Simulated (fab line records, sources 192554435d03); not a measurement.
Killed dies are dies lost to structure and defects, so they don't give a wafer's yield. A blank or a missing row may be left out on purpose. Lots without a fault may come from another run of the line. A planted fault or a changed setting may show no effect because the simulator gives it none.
One fault seen from 2 desks | flow n5_finfet | each desk has only its own numbers; what lay behind them comes last

THE TOOL OWNER'S DESK: epi_rpcvd-02
The tool's own readings at N5_SD_EPI_N_EPI_21 (deposits Si:P, time 690 s): means of the sampled wafers that have a number, for each lot that ran on this tool. A lot is out of limits, marked OUT, if its mean lies more than 4 standard deviations from the usual mean; the brackets give that distance.
Columns: A = chamber_pressure_Torr at N5_SD_EPI_N_EPI_21, usual 255.1 Torr
lot  | first seen here | A
L781 | day 3 04:05     | 255.0
L789 | day 5 04:31     | 255.2
L797 | day 7 03:32     | 124.7 (-99 or more) OUT
L799 | day 7 14:34     | 124.6 (-99 or more) OUT
This desk's finding: out of limits on L797, L799; first on L797, day 7 03:32 (chamber_pressure_Torr at N5_SD_EPI_N_EPI_21). In limits: L781, L789.

THE METROLOGY DESK
What the gauges read, lot by lot, whatever tool the lot ran on: means of the sampled wafers that have a number. A lot is out of limits, marked OUT, if its mean lies more than 4 standard deviations from the usual mean; the brackets give that distance.
Columns: A = thk_nm at N5_SD_EPI_N_EPI_MEAS_23, usual 59.1 nm
lot  | first seen here | A
L781 | day 3 05:48     | 58.2
L783 | day 3 18:38     | 60.1
L785 | day 4 03:50     | 58.9
L788 | day 4 22:20     | 59.0
L789 | day 5 06:13     | 59.8
L797 | day 7 05:15     | 45.6 (-12) OUT
L799 | day 7 17:05     | 44.1 (-14) OUT
L801 | day 8 04:35     | 59.6
L802 | day 8 11:05     | 59.7
L804 | day 9 02:40     | 58.2
This desk's finding: out of limits on L797, L799; first on L797, day 7 05:15 (thk_nm at N5_SD_EPI_N_EPI_MEAS_23). In limits: L781, L783, L785, L788, L789, L801, L802, L804.

PUT TOGETHER
The tool owner's desk could have raised an alarm at day 7 03:32, on L797, L799.
The metrology desk could have raised an alarm at day 7 05:15, on L797, L799.
Of the lots named, all ran N5_SD_EPI_N_EPI_21 on epi_rpcvd-02.

WHAT THE SIMULATOR HAD PUT IN
Process parameter drift: epi_rpcvd-02, from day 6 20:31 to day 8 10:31, at N5_SD_EPI_N_EPI_21. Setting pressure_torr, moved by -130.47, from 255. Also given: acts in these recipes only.
Lots struck among those shown: L797, L799.
Hours from the fault's start to each desk's first reading out of limits: the tool owner's desk, 7; the metrology desk, 9.
